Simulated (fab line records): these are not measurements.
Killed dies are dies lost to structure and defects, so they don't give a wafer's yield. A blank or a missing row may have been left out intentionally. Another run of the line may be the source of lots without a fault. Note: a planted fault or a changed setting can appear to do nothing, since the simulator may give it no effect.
Matching of chambers -- flow nand harc -- NHARC_P_CONTACT_STRIP_28 on rie diel-09 has 4 sister chambers
The step strips in O2. 20 wafers are shown with their chamber, then 10 later ones without.

## WAFERS PAIRED WITH THEIR CHAMBERS
wafer,chamber,showerhead plenum p Torr (Torr),drypump motor current A (A),throttle valve pct (%)
L077.2,2,3.46,5.7,17.023
L077.3,0,3.35,5.3,17.026
L077.5,2,3.46,5.8,17.045
L080.2,3,3.71,6.3,17.027
L080.4,0,3.35,5.3,17.038
L080.5,3,3.71,6.3,17.046
L082.2,3,3.71,6.3,17.025
L082.3,2,3.46,5.8,17.047
L082.4,0,3.35,5.3,17.031
L083.1,2,3.46,5.8,17.030
L083.2,0,3.35,5.3,17.039
L083.5,2,3.46,5.8,17.025
L088.1,3,3.71,6.3,17.024
L088.2,2,3.46,5.8,17.029
L088.4,1,3.69,6.5,17.035
L090.1,2,3.46,5.8,17.034
L090.4,3,3.71,6.3,17.044
L090.6,1,3.69,6.5,17.048
L089.2,1,3.69,6.5,17.044
L089.4,0,3.34,5.4,17.036

SIGNATURES (averages over the wafers above)
reading,chamber 0,chamber 1,chamber 2,chamber 3,scatter within a chamber
showerhead plenum p Torr,3.3480,3.6900,3.4600,3.7100,0.00224
drypump motor current A,5.320,6.500,5.786,6.300,0.0322
throttle valve pct,17.03400,17.04233,17.03329,17.03320,0.00869
Rule: for each reading, subtract the chamber's mean from the wafer's reading, divide by that reading's scatter and square the result; add these up over the readings and take the root, which gives the wafer's distance from the chamber. The wafer belongs to the nearest chamber; if the next one is less than 2 further off, it can't be placed. The scatter is the square root of a quotient: the sum, over the shown wafers, of each reading's squared deviation from its chamber's mean, divided by wafers minus chambers.

## WAFERS WITHOUT THEIR CHAMBER
wafer,showerhead plenum p Torr (Torr),drypump motor current A (A),throttle valve pct (%)
L089.5,3.69,6.5,17.034
L093.1,3.71,6.3,17.034
L093.4,3.69,6.5,17.056
L093.5,3.69,6.5,17.025
L097.1,3.34,5.3,17.041
L097.2,3.71,6.4,17.059
L097.5,3.69,6.5,17.039
L096.1,3.69,6.5,17.044
L096.5,3.45,5.8,17.041
L096.6,3.69,6.5,17.048

## CHAMBER TAKEN BY EACH
wafer,from the rows above,in truth
L089.5,1,1
L093.1,3,3
L093.4,1,1
L093.5,1,1
L097.1,0,0
L097.2,3,3
L097.5,1,1
L096.1,1,1
L096.5,2,2
L096.6,1,1
10 of 10 placed correctly. Not placeable from these rows: 0. Placed wrongly: 0.
